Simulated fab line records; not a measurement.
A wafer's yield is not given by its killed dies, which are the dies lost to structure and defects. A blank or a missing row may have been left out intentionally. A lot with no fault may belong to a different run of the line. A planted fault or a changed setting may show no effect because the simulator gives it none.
Struck lot and sound lot, side by side ; flow nand_harc ; 15 steps out of a route of 1159
Sound: wafers L706.1, L706.3, L706.4. Struck: wafer L709.6. (L709.1, L709.5 of the same lot were not struck and are left out.) The cause comes at the end.
Each step with rows lists, per side, the tool, then ch with its chambers, then its first start. Under that, the readings that differ: sound wafers ; struck wafers ; difference of the means ; sigmas: that difference in standard deviations of wafers without a fault.
alike: readings whose means differ by less than 2 such deviations, and words and numbers that are the same on both sides. not compared: withheld readings, readings that some wafer has no value for, bounds like >300 that may hide the same value, and numbers for which the record gives no deviation and whose values overlap.
A row with sigmas, a row that says differs or no value, or rows on one side alone: a step with any of these is where the two part. When numbers do not overlap yet have no deviation, they are printed without sigmas and do not part them. Lack of a reading on every wafer of one side parts them only where that side has two or more wafers.

first, 6 steps without rows for these wafers: NHARC_A_CONTACT_COAT_02 (resist thk 90 nm); NHARC_A_CONTACT_SOFTBAKE_03 (time 55 s); NHARC_A_CONTACT_EBR_04; NHARC_A_CONTACT_EXPOSE_05 (exposes mask A CC); NHARC_A_CONTACT_PEB_06 (peb time 65 s); NHARC_A_CONTACT_DEVELOP_07 (develop time 35 s).
NHARC_A_CONTACT_CD_MEAS_08 targets a cd of 100 nm.
  sound on cd_sem-03 ch 0, day 18 21:02; struck on cd_sem-01 ch 0, day 19 14:59
  alike: cd_nm
NHARC_A_CONTACT_OVL_MEAS_09:
  sound on overlay-01, day 18 21:08; struck on overlay-02, day 19 15:04
  alike: overlay_x_nm, overlay_y_nm
NHARC_A_CONTACT_INSPECT_10:
  sound on defect_inspect-01, day 18 21:10; struck on defect_inspect-01, day 19 15:07
  alike: raw_defect_count
NHARC_A_CONTACT_DESCUM_13: chemistry O2, time 3 s.
  sound on rie_diel-08 ch 0,1,3, day 18 21:14; struck on rie_diel-08 ch 3, day 19 15:11
  alike: drypump_motor_current_A, oes_product_au, rf_vpp_V, showerhead_plenum_p_Torr, throttle_valve_pct
  not compared: rf_hours_counter_h
NHARC_A_CONTACT_ETCH_88: etches the open film in CF4, target depth 39 nm, time 65 s.
  sound on rie_diel-08 ch 1,2,3, day 18 21:19; struck on rie_diel-08 ch 2, day 19 15:15
  alike: drypump_motor_current_A, oes_product_au, rf_vpp_V, run_length_s, showerhead_plenum_p_Torr, throttle_valve_pct
  not compared: rf_hours_counter_h
NHARC_A_CONTACT_ETCH_89: etches the open film in N2/H2, target depth 260 nm, time 475.3 s.
  sound on rie_diel-08 ch 0,2,3; struck on rie_diel-08 ch 2
  alike: drypump_motor_current_A, n2_flow_sccm, oes_product_au, rf_vpp_V, run_length_s, showerhead_plenum_p_Torr, throttle_valve_pct
  not compared: rf_hours_counter_h
NHARC_A_CONTACT_ETCH_30: etches the open film in CF4/CHF3, target depth 60.5 nm, time 30.2 s.
  sound on rie_diel-08 ch 1,2,3, day 18 21:46; struck on rie_diel-08 ch 0, day 19 15:41
reading;sound;struck;difference;sigmas
run_length_s (s);50.6 51.4 50.8;45.5;-5.4;-11
  alike: chf3_flow_sccm, drypump_motor_current_A, oes_product_au, rf_vpp_V, showerhead_plenum_p_Torr, throttle_valve_pct
  not compared: rf_hours_counter_h
NHARC_A_CONTACT_ETCH_31: etches the open film in O2/COS, target depth 2000 nm, time 520 s.
  sound on rie_diel-08 ch 1,2,3; struck on rie_diel-08 ch 2
  alike: drypump_motor_current_A, oes_product_au, rf_vpp_V, run_length_s, showerhead_plenum_p_Torr, throttle_valve_pct
  not compared: rf_hours_counter_h
-- jump in the record: it breaks off in module A_CONTACT and resumes in module END (first step shown: number 1159 of the route), and 2 days separate the struck wafers' starts before and after --
NHARC_END_SORT_01:
  the record has rows for the struck wafers here (prober-01 ch 0, day 22 03:29) and none for the sound ones

WHERE THEY PART
Last at NHARC_END_SORT_01 as far as this record goes, first at NHARC_A_CONTACT_ETCH_30.

WHY: what had been put in by the simulator
rie_diel-08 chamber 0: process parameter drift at NHARC_A_CONTACT_ETCH_30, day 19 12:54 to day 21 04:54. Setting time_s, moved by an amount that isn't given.
